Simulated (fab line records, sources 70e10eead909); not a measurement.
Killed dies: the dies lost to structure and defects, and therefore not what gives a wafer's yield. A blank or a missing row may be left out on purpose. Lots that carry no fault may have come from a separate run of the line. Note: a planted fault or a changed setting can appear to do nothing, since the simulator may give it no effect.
fab line records	flow nandHarc	part 1 of 2: steps 1 to 4 of 6
[record] lots = 23	wafers = 69	lastDay = 24
route steps=1159 shown A_STAIRCASE@623
lots that met no fault: taken from a fault-free run of the same line
startH: the number of hours between the record's first day and the start of the first shown wafer of the lot	waitH: how many hours have passed since the lot's step before this one	" the same as in the row above	L1.1+2: a row that stands for several wafers	- value missing, or start not given	* or withheld: withheld	< > ~ a bound
route shown NAME@n: names a module that has steps shown in the file, with the first one's number in the route	usual: the fault-free wafers' mean and standard deviation	same: alike in all rows	chamber/n: place in a boat	sites: readings site by site	_std_site: standard deviation across them	_edge_site: the outer-site mean with the inner-site mean subtracted	radiusMm: for every site, how far away it sits from the centre of the wafer	mask NAME#n: copy n	behind: tool/chamber where the wafer was last shaped	hold: why the lot went on hold/how many hours it stayed there/how the hold came to an end	device: the n, p or np transistor that did not switch	end of line: at the end of the route, the tests of the same wafers	a step without rows: its recipe alone	killed: at the first sort, the dies lost to defects and structure; wafer yield is something else	map: a wafer's dies, x killed, . not, _ none there
set.NAME: the setting that was run; set.NAME@STEP: the one run at that earlier step	model.NAME: the simulator's own value behind a step, which no gauge read
the route's steps for a sample of lots (tables are steps, rows are wafers)
services: from which hour (startH, from the record's first day; less than 0 if before it) a tool's chamber was out of use, for how many hours, and why
[[steps]]
[step NHARC_A_STAIRCASE_TRIM_229]
[recipe] timeS = 211.2	o2FlowSccm = 500	arFlowSccm = 0	biasW = 0	chemistry = O2
[usual] drypumpMotorCurrentA = 5.9/0.33	oesProductAu = 1.004/0.013	rfVppV = 57.8/0.83	showerheadPlenumPTorr = 3.60/0.13	throttleValvePct = 17.036/0.0086
[same] biasW = 0
lot.wafer	tool	chamber	startH	waitH	drypumpMotorCurrentA	oesProductAu	rfHoursCounterH	rfVppV	showerheadPlenumPTorr	throttleValvePct
L074.1	rieDiel-07	1	242.47	0.1	6.1	1.000	1	57.5	3.55	17.025
L074.3	"	2	"	"	5.9	1.016	1	57.9	3.55	17.042
L074.5	"	0	"	"	6.3	0.998	-	57.0	3.49	17.035
L077.3	rieDiel-11	0	255.85	0.1	5.4	1.011	24	56.6	3.32	17.032
L077.4	"	1	"	"	6.3	1.006	23	58.5	3.67	17.030
L077.6	"	3	"	"	5.9	0.994	-	58.3	3.52	17.038
L075.1	rieDiel-13	2	258.71	0.1	6.0	1.004	54	59.1	3.71	17.044
L075.4	"	3	"	"	5.6	1.010	53	58.0	3.71	17.042
L075.6	"	1	"	"	5.6	0.988	-	58.0	3.70	17.045
L079.3	rieDiel-11	2	260.65	0.1	6.5	1.008	26	59.2	3.64	17.038
L079.2	"	0	"	"	5.4	1.012	26	56.7	3.32	17.033
L079.6	"	2	"	"	6.5	1.018	-	57.3	3.64	17.052
L078.3	rieDiel-07	3	261.16	0.1	5.8	0.990	9	57.9	3.60	17.038
L078.2	"	2	"	"	5.9	1.017	8	57.2	3.54	17.034
L078.6	"	3	"	"	5.8	0.993	-	58.5	3.60	17.042
L080.3	rieDiel-11	0	276.66	0.1	5.4	1.021	32	56.8	3.32	17.037
L080.1	"	3	"	"	6.0	0.983	33	57.9	3.52	17.036
L080.5	"	0	"	"	5.4	1.017	-	56.7	3.32	17.052
L081.2	rieDiel-11	1	277.55	0.1	6.3	1.014	32	57.9	3.67	17.037
L081.4	"	3	"	"	6.0	0.983	33	56.5	3.52	17.030
L081.3	"	0	"	"	5.4	1.017	33	57.4	3.32	17.028
L082.3	rieDiel-13	1	290.57	0.1	5.6	0.992	2	58.4	3.70	17.043
L082.2	"	3	"	"	5.6	1.000	1	56.8	3.71	17.036
L082.5	"	1	"	"	5.6	0.991	-	58.6	3.70	17.046
L083.1	rieDiel-11	1	307.42	0.1	6.3	1.018	41	58.5	3.66	17.030
L083.6	"	2	"	"	6.5	1.004	-	58.7	3.63	17.038
L083.5	"	3	"	"	5.9	0.991	-	56.5	3.51	17.036
L086.3	rieDiel-11	2	322.94	0.1	6.5	1.013	48	58.4	3.62	17.033
L086.5	"	0	"	"	5.4	1.014	-	57.2	3.31	17.036
L086.6	"	1	"	"	6.3	1.025	-	58.0	3.66	17.032
L084.3	rieDiel-13	3	323.06	0.1	5.6	0.986	13	57.6	3.70	17.032
L084.2	"	1	"	"	5.6	0.988	13	59.8	3.69	17.050
L084.5	"	3	"	"	5.6	0.991	-	57.7	3.70	17.022
L088.1	rieDiel-11	3	323.36	0.1	5.9	0.990	48	57.8	3.51	17.028
L088.6	"	3	"	"	6.0	1.000	-	59.1	3.51	17.034
L088.5	"	0	"	"	5.4	1.028	-	57.4	3.31	17.024
L085.3	rieDiel-07	2	326.74	0.1	5.9	1.030	27	58.4	3.53	17.032
L085.4	"	3	"	"	5.8	1.010	31	58.1	3.58	17.022
L085.1	"	0	"	"	6.3	0.996	30	57.5	3.48	17.024
L087.2	rieDiel-13	0	331.31	0.1	5.6	1.008	20	58.9	3.76	17.042
L087.1	"	3	"	"	5.6	0.999	17	58.9	3.70	17.035
L087.6	"	0	"	"	5.6	1.007	-	58.5	3.76	17.037
L090.1	rieDiel-13	1	335.28	0.1	5.6	0.998	20	57.9	3.69	17.048
L090.2	"	0	"	"	5.6	1.006	21	57.8	3.76	17.036
L090.6	"	2	"	"	6.0	1.024	-	58.3	3.70	17.026
L089.2	rieDiel-11	2	335.86	0.1	6.4	1.013	53	56.7	3.62	17.017
L089.5	"	2	"	"	6.5	1.008	-	59.3	3.62	17.029
L089.6	"	3	"	"	5.9	0.980	-	57.6	3.50	17.026
L093.4	rieDiel-11	0	341.04	0.1	5.4	1.023	58	57.7	3.31	17.038
L093.3	"	2	"	"	6.5	1.008	56	58.1	3.62	17.047
L093.5	"	0	"	"	5.4	1.023	-	57.3	3.31	17.046
L091.4	rieDiel-13	1	343.33	0.1	5.6	0.989	23	57.4	3.68	17.036
L091.1	"	2	"	"	6.0	1.021	21	57.3	3.70	17.039
L091.3	"	0	"	"	5.7	0.997	24	58.2	3.75	17.035
L092.2	rieDiel-13	2	345.59	0.1	6.0	1.030	22	58.7	3.69	17.045
L092.4	"	3	"	"	5.6	0.994	23	58.4	3.70	17.021
L092.5	"	1	"	"	5.6	0.982	-	58.7	3.68	17.021
L095.2	rieDiel-13	1	367.82	0.1	5.6	0.992	31	57.5	3.68	17.034
L095.3	"	0	"	"	5.6	0.997	32	58.6	3.75	17.033
L095.5	"	1	"	"	5.6	0.991	-	57.7	3.68	17.045
L096.4	rieDiel-13	3	371.20	0.1	5.6	1.002	29	57.3	3.69	17.039
L096.3	"	0	"	"	5.6	0.993	33	57.9	3.75	17.042
L096.1	"	2	"	"	6.0	1.021	28	58.2	3.69	17.062
L094.1	rieDiel-11	1	377.55	0.1	6.3	1.008	1	58.1	3.65	17.036
L094.4	"	2	"	"	6.5	1.005	0	58.5	3.62	17.028
L094.5	"	0	"	"	5.4	0.994	-	57.5	3.30	17.042
L097.3	rieDiel-07	3	381.75	0.1	5.8	0.992	47	57.6	3.58	17.050
L097.2	"	2	"	"	5.9	1.023	45	57.9	3.52	17.032
L097.6	"	3	"	"	5.8	0.993	-	57.5	3.58	17.044
[step NHARC_A_STAIRCASE_ETCH_234]
[recipe] targetDepthA = 1000	timeS = 40.5	ionEnergyEv = 400	c4f8FlowSccm = 20	o2FlowSccm = 10	arFlowSccm = withheld	rfW = 600	biasW = 1000	chemistry = C4F8/O2
[usual] biasW = 1000/3.1	oesProductAu = 0.946/0.015	rfVppV = 899/4.7
lot.wafer	tool	chamber	startH	waitH	biasW	oesProductAu	rfHoursCounterH	rfVppV
L074.1	rieDiel-07	3	-	-	1003	0.952	2	900
L074.3	"	0	"	"	1008	0.944	1	895
L074.5	"	3	"	"	998	0.946	-	899
L077.4	rieDiel-11	1	-	-	1000	0.959	24	901
L077.3	"	2	"	"	1002	0.955	24	899
L077.6	"	1	"	"	1003	0.957	-	901
L075.1	rieDiel-13	1	-	-	1002	0.923	58	902
L075.4	"	0	"	"	998	0.923	61	907
L075.6	"	2	"	"	999	0.946	-	903
L079.2	rieDiel-11	3	-	-	997	0.935	27	896
L079.3	"	2	"	"	1004	0.948	27	899
L079.6	"	3	"	"	999	0.937	-	896
L078.3	rieDiel-07	1	-	-	1008	0.935	8	898
L078.2	"	0	"	"	1004	0.947	9	894
L078.6	"	1	"	"	1002	0.932	-	896
L080.1	rieDiel-11	0	-	-	1000	0.951	33	888
L080.3	"	1	"	"	1002	0.961	32	901
L080.5	"	0	"	"	1001	0.953	-	889
L081.3	rieDiel-11	1	-	-	1006	0.957	32	902
L081.4	"	2	"	"	997	0.941	33	898
L081.2	"	3	"	"	1000	0.937	34	895
L082.3	rieDiel-13	3	-	-	995	0.926	2	902
L082.2	"	1	"	"	1001	0.925	2	902
L082.5	"	3	"	"	999	0.922	-	901
L083.1	rieDiel-11	2	-	-	995	0.965	41	899
L083.5	"	1	"	"	999	0.985	-	901
L083.6	"	2	"	"	998	0.969	-	900
L084.2	rieDiel-13	2	-	-	998	0.966	12	903
L084.3	"	3	"	"	999	0.949	13	901
L084.5	"	2	"	"	1001	0.964	-	903
L086.3	rieDiel-11	0	-	-	1001	0.968	50	888
L086.6	"	2	"	"	1001	0.957	-	900
L086.5	"	3	"	"	999	0.939	-	894
L088.1	rieDiel-11	2	-	-	1004	0.934	48	898
L088.6	"	2	"	"	1005	0.947	-	900
L088.5	"	3	"	"	1000	0.924	-	894
L085.1	rieDiel-07	3	-	-	998	0.952	31	899
L085.4	"	0	"	"	1005	0.935	30	894
L085.3	"	2	"	"	1000	0.967	27	896
L087.2	rieDiel-13	2	-	-	1003	0.955	16	902
L087.1	"	0	"	"	1004	0.942	21	904
L087.6	"	2	"	"	1003	0.958	-	902
L090.1	rieDiel-13	2	-	-	1004	0.953	18	903
L090.2	"	3	"	"	997	0.931	19	903
L090.6	"	3	"	"	1001	0.927	-	902
L089.2	rieDiel-11	3	-	-	999	0.928	54	896
L089.5	"	1	"	"	1002	0.939	-	900
L089.6	"	2	"	"	998	0.947	-	898
L093.4	rieDiel-11	0	-	-	1002	0.950	59	887
L093.3	"	3	"	"	996	0.915	56	895
L093.5	"	0	"	"	1003	0.955	-	887
L091.4	rieDiel-13	3	-	-	999	0.942	22	901
L091.3	"	0	"	"	997	0.962	25	904
L091.1	"	1	"	"	998	0.953	24	903
L092.2	rieDiel-13	2	-	-	999	0.976	22	903
L092.4	"	1	"	"	997	0.941	25	901
L092.5	"	3	"	"	1004	0.928	-	902
L095.2	rieDiel-13	0	-	-	994	0.933	33	904
L095.3	"	3	"	"	998	0.931	29	903
L095.5	"	1	"	"	1008	0.927	-	902
L096.3	rieDiel-13	0	-	-	994	0.925	33	905
L096.4	"	1	"	"	1003	0.930	32	902
L096.1	"	2	"	"	998	0.937	29	902
L094.1	rieDiel-11	0	-	-	1002	0.940	1	887
L094.4	"	3	"	"	997	0.933	1	895
L094.5	"	1	"	"	996	0.958	-	901
L097.3	rieDiel-07	2	-	-	996	0.959	45	898
L097.2	"	3	"	"	997	0.945	47	899
L097.6	"	3	"	"	999	0.947	-	898
[step NHARC_A_STAIRCASE_STRIP_254]
[recipe] powerW = 1500	tempC = 250	chemistry = O2
[usual] drypumpMotorCurrentA = 5.72/0.21	heaterPowerW = 312/21
lot.wafer	tool	chamber	startH	waitH	drypumpMotorCurrentA	heaterPowerW	rfHoursCounterH
L074.1	plasmaAsher-01	0	245.28	-	5.69	298	47
L074.3	"	1	"	"	5.91	331	-
L074.5	"	0	"	"	5.68	284	-
L077.3	plasmaAsher-01	1	258.96	-	5.91	323	-
L077.4	"	0	"	"	5.67	286	-
L077.6	"	1	"	"	5.93	326	-
L075.1	plasmaAsher-01	1	261.43	-	5.91	313	54
L075.4	"	0	"	"	5.66	285	-
L075.6	"	1	"	"	5.91	327	-
L079.2	plasmaAsher-02	1	263.80	-	5.30	323	24
L079.3	"	1	"	"	5.30	327	-
L079.6	"	0	"	"	5.81	336	-
L078.2	plasmaAsher-01	0	264.38	-	5.68	285	56
L078.3	"	0	"	"	5.68	282	-
L078.6	"	0	"	"	5.65	295	-
L080.1	plasmaAsher-02	0	279.93	-	5.77	350	30
L080.3	"	0	"	"	5.81	330	-
L080.5	"	1	"	"	5.32	327	-
L081.2	plasmaAsher-02	0	282.03	-	5.77	332	32
L081.3	"	1	"	"	5.34	323	-
L081.4	"	0	"	"	5.81	338	-
L082.2	plasmaAsher-01	0	293.73	-	5.68	282	1
L082.3	"	0	"	"	5.66	279	-
L082.5	"	0	"	"	5.69	283	-
L083.1	plasmaAsher-01	0	310.24	-	5.70	283	5
L083.6	"	1	"	"	5.94	322	-
L083.5	"	0	"	"	5.68	276	-
L084.2	plasmaAsher-01	1	326.19	-	5.90	310	12
L084.3	"	1	"	"	5.91	317	-
L084.5	"	1	"	"	5.90	314	-
L086.3	plasmaAsher-01	0	326.57	-	5.67	285	-
L086.5	"	0	"	"	5.67	283	-
L086.6	"	1	"	"	5.91	328	-
L088.1	plasmaAsher-02	1	326.62	-	5.31	329	47
L088.5	"	1	"	"	5.30	322	-
L088.6	"	0	"	"	5.81	332	-
L085.1	plasmaAsher-02	1	329.59	-	5.29	329	48
L085.4	"	1	"	"	5.33	335	-
L085.3	"	0	"	"	5.78	333	-
L087.2	plasmaAsher-01	1	334.60	-	5.90	324	16
L087.1	"	0	"	"	5.73	283	16
L087.6	"	0	"	"	5.72	281	-
L090.1	plasmaAsher-01	1	338.20	-	5.92	314	19
L090.2	"	0	"	"	5.71	274	19
L090.6	"	1	"	"	5.90	318	-
L089.2	plasmaAsher-02	0	338.61	-	5.78	334	53
L089.6	"	0	"	"	5.78	338	-
L089.5	"	1	"	"	5.28	324	-
L093.3	plasmaAsher-01	0	344.40	-	5.67	280	-
L093.4	"	1	"	"	5.92	321	-
L093.5	"	1	"	"	5.93	322	-
L091.1	plasmaAsher-01	1	346.43	-	5.89	324	21
L091.3	"	1	"	"	5.91	322	-
L091.4	"	0	"	"	5.69	285	-
L092.2	plasmaAsher-02	0	348.57	-	5.80	334	55
L092.4	"	1	"	"	5.31	330	-
L092.5	"	1	"	"	5.29	326	-
L095.2	plasmaAsher-01	0	371.44	-	5.72	280	30
L095.3	"	0	"	"	5.72	296	-
L095.5	"	1	"	"	5.91	331	-
L096.1	plasmaAsher-02	1	374.10	-	5.33	328	2
L096.3	"	1	"	"	5.30	326	-
L096.4	"	0	"	"	5.76	354	-
L094.1	plasmaAsher-01	1	380.47	-	5.95	313	32
L094.4	"	0	"	"	5.69	275	-
L094.5	"	0	"	"	5.68	281	-
L097.2	plasmaAsher-01	1	384.69	-	5.92	327	34
L097.3	"	0	"	"	5.68	286	-
L097.6	"	0	"	"	5.72	285	-
[step NHARC_A_STAIRCASE_HM_OPEN_460]
[recipe] o2FlowSccm = 400	cosFlowSccm = 20	arFlowSccm = 0	rfW = 500	biasW = 300	chemistry = O2/COS
[usual] biasW = 300.0/0.85	drypumpMotorCurrentA = 5.9/0.35	oesProductAu = 1.006/0.014	rfVppV = 467.8/2.6	showerheadPlenumPTorr = 3.15/0.12	throttleValvePct = 28.329/0.0096
lot.wafer	tool	chamber	startH	waitH	biasW	drypumpMotorCurrentA	oesProductAu	rfHoursCounterH	rfVppV	showerheadPlenumPTorr	throttleValvePct
L074.3	rieDiel-07	3	-	-	300.1	5.8	1.003	5	470.1	3.19	28.336
L074.1	"	0	"	"	301.6	6.3	0.992	5	467.7	3.09	28.336
L074.5	"	3	"	"	299.7	5.8	0.999	-	468.5	3.19	28.347
L077.4	rieDiel-11	3	-	-	299.3	5.9	0.992	28	467.2	3.11	28.328
L077.3	"	0	"	"	298.8	5.4	1.017	27	463.6	2.94	28.320
L077.6	"	1	"	"	298.3	6.3	1.015	-	470.0	3.25	28.319
L075.1	rieDiel-11	3	-	-	300.7	5.9	0.994	29	466.9	3.11	28.341
L075.4	"	2	"	"	301.0	6.5	1.023	28	468.9	3.22	28.332
L075.6	"	3	"	"	300.5	6.0	0.990	-	468.1	3.11	28.331
L079.3	rieDiel-13	2	-	-	300.2	6.0	1.002	58	470.8	3.28	28.328
L079.2	"	3	"	"	299.6	5.6	1.001	56	470.1	3.28	28.330
L079.6	"	1	"	"	300.9	5.6	0.980	-	469.0	3.27	28.319
L078.2	rieDiel-11	3	-	-	300.4	5.9	0.984	30	467.5	3.11	28.340
L078.3	"	0	"	"	300.2	5.4	1.009	29	463.9	2.94	28.331
L078.6	"	3	"	"	299.9	5.9	0.986	-	467.1	3.11	28.333
L080.1	rieDiel-11	0	-	-	300.2	5.4	1.021	35	463.4	2.93	28.330
L080.3	"	1	"	"	300.7	6.3	1.025	34	469.3	3.25	28.337
L080.5	"	0	"	"	299.2	5.4	1.018	-	461.7	2.93	28.325
L081.3	rieDiel-13	3	-	-	298.7	5.6	0.990	0	470.6	3.28	28.341
L081.2	"	1	"	"	298.2	5.6	0.992	0	471.8	3.27	28.322
L081.4	"	2	"	"	299.5	6.0	0.998	0	470.4	3.28	28.317
L082.3	rieDiel-13	0	-	-	300.6	5.6	1.010	5	471.5	3.33	28.316
L082.2	"	3	"	"	300.3	5.6	0.991	3	470.6	3.28	28.328
L082.5	"	1	"	"	300.6	5.6	0.984	-	469.7	3.27	28.329
L083.1	rieDiel-11	1	-	-	298.7	6.3	1.021	43	470.2	3.24	28.339
L083.5	"	0	"	"	299.6	5.4	1.020	-	462.6	2.93	28.329
L083.6	"	1	"	"	300.2	6.3	1.028	-	469.9	3.24	28.320
L084.2	rieDiel-11	1	-	-	299.7	6.3	1.007	51	469.2	3.24	28.329
L084.3	"	3	"	"	301.3	5.9	0.979	50	465.7	3.10	28.331
L084.5	"	0	"	"	301.2	5.4	1.022	-	463.9	2.92	28.334
L086.3	rieDiel-07	1	-	-	300.9	6.0	0.991	35	467.4	3.12	28.323
L086.6	"	3	"	"	300.0	5.8	1.011	-	467.8	3.17	28.346
L086.5	"	0	"	"	301.1	6.3	1.004	-	467.5	3.07	28.353
L088.1	rieDiel-11	0	-	-	300.9	5.4	1.038	54	463.1	2.92	28.325
L088.5	"	1	"	"	300.7	6.3	1.022	-	471.2	3.24	28.311
L088.6	"	2	"	"	300.0	6.5	1.010	-	468.0	3.21	28.346
L085.4	rieDiel-07	1	-	-	299.8	6.0	0.993	37	466.9	3.12	28.317
L085.1	"	3	"	"	301.0	5.8	0.994	35	467.9	3.17	28.326
L085.3	"	0	"	"	300.6	6.3	0.996	35	465.5	3.07	28.337
L087.2	rieDiel-13	0	-	-	300.0	5.7	0.993	23	471.7	3.32	28.318
L087.1	"	3	"	"	299.7	5.6	0.991	21	470.8	3.27	28.324
L087.6	"	0	"	"	299.9	5.6	0.999	-	471.7	3.32	28.342
L090.1	rieDiel-11	3	-	-	300.2	5.9	0.980	57	468.1	3.10	28.311
L090.2	"	0	"	"	300.6	5.4	1.020	60	463.5	2.92	28.312
L090.6	"	3	"	"	301.1	5.9	0.984	-	466.4	3.10	28.341
L089.2	rieDiel-11	3	-	-	299.5	5.9	0.984	58	466.7	3.10	28.311
L089.6	"	2	"	"	300.7	6.5	1.003	-	469.1	3.20	28.334
L089.5	"	3	"	"	299.1	5.9	0.983	-	466.5	3.10	28.324
L093.3	rieDiel-11	1	-	-	299.4	6.3	1.013	59	468.7	3.23	28.332
L093.4	"	2	"	"	300.7	6.5	1.010	58	468.3	3.20	28.316
L093.5	"	0	"	"	298.5	5.4	1.016	-	463.4	2.92	28.335
L091.3	rieDiel-07	3	-	-	299.5	5.8	0.999	40	468.5	3.17	28.332
L091.4	"	1	"	"	300.6	6.0	0.991	41	468.1	3.12	28.318
L091.1	"	2	"	"	300.1	5.9	1.022	35	467.1	3.12	28.344
L092.4	rieDiel-11	0	-	-	299.1	5.4	1.033	62	463.2	2.92	28.320
L092.2	"	2	"	"	298.3	6.5	1.012	60	466.7	3.20	28.326
L092.5	"	3	"	"	299.9	5.9	0.996	-	466.6	3.10	28.327
L095.3	rieDiel-07	0	-	-	300.7	6.4	1.004	47	467.3	3.07	28.330
L095.2	"	1	"	"	300.4	6.0	0.994	47	466.8	3.12	28.328
L095.5	"	0	"	"	299.3	6.4	1.003	-	465.9	3.07	28.349
L096.3	rieDiel-11	3	-	-	300.3	5.9	0.999	1	467.4	3.10	28.331
L096.1	"	1	"	"	301.4	6.3	1.005	1	468.8	3.23	28.331
L096.4	"	2	"	"	299.0	6.4	1.003	1	470.3	3.20	28.326
L094.1	rieDiel-13	3	-	-	299.6	5.6	1.010	36	469.4	3.26	28.336
L094.4	"	0	"	"	299.6	5.6	0.996	40	471.2	3.32	28.333
L094.5	"	1	"	"	299.5	5.6	0.988	-	470.5	3.25	28.324
L097.3	rieDiel-07	2	-	-	300.4	5.9	1.020	47	466.7	3.11	28.325
L097.2	"	3	"	"	300.2	5.8	0.997	49	466.8	3.16	28.337
L097.6	"	2	"	"	298.9	5.9	1.018	-	467.2	3.11	28.331
